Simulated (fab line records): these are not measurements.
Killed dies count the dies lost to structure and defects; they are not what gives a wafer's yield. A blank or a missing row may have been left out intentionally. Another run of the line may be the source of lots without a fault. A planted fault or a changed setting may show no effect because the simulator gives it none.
Matching of chambers    flow n5-finfet    N5_BEOL_M5_STRIP_36 on rie-diel-02: 4 sister chambers
The step strips in N2/H2. 14 wafers are shown with their chamber, then 7 later ones without.

== EACH WAFER AND ITS CHAMBER ==
wafer   chamber  showerhead-plenum-p-Torr (Torr)  throttle-valve-pct (%)  oes-product-au (a.u.)
L074.4  3        2.49                             23.54                   0.68
L074.5  1        2.44                             23.38                   0.77
L074.6  2        2.64                             23.87                   0.72
L075.1  1        2.44                             23.39                   0.77
L075.2  2        2.64                             23.87                   0.72
L075.6  1        2.44                             23.40                   0.77
L081.1  3        2.48                             23.58                   0.66
L081.3  0        2.38                             23.82                   0.67
L081.5  1        2.44                             23.42                   0.75
L083.2  1        2.43                             23.38                   0.75
L083.3  0        2.38                             23.84                   0.66
L083.5  1        2.43                             23.42                   0.74
L085.3  1        2.43                             23.46                   0.74
L085.4  1        2.43                             23.45                   0.73

SIGNATURES (means of the wafers above)
reading                   chamber 0  chamber 1  chamber 2  chamber 3  scatter within a chamber
showerhead-plenum-p-Torr  2.3800     2.4350     2.6400     2.4850     0.005
throttle-valve-pct        23.8300    23.4125    23.8700    23.5600    0.0275
oes-product-au            0.6650     0.7525     0.7200     0.6700     0.0141
Rule: for each reading, subtract the chamber's mean from the wafer's reading, divide by that reading's scatter and square the result; add these up over the readings and take the root, which gives the wafer's distance from the chamber. If the next closest chamber is less than 2 further off than the closest, the wafer can't be placed; otherwise it belongs to the closest. The scatter: the root of (the sum of the squares of (reading less its chamber's mean) over the shown wafers, divided by (wafers less chambers)).

== WAFERS WITHOUT THEIR CHAMBER ==
wafer   showerhead-plenum-p-Torr (Torr)  throttle-valve-pct (%)  oes-product-au (a.u.)
L085.6  2.48                             23.57                   0.65
L088.3  2.63                             23.91                   0.70
L088.4  2.63                             23.87                   0.71
L088.6  2.43                             23.44                   0.74
L097.2  2.61                             23.92                   0.67
L097.4  2.68                             23.74                   0.89
L097.6  2.42                             23.49                   0.71

== THE CHAMBER EACH PASSED THROUGH ==
wafer    from the rows above   in truth
L085.6   3                     3
L088.3   2                     2
L088.4   2                     2
L088.6   1                     1
L097.2   2                     2
L097.4   2                     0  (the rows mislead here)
L097.6   1                     1
Correct placement for 6 of the 7. Number that these rows cannot place: 0. 1 placed wrongly.
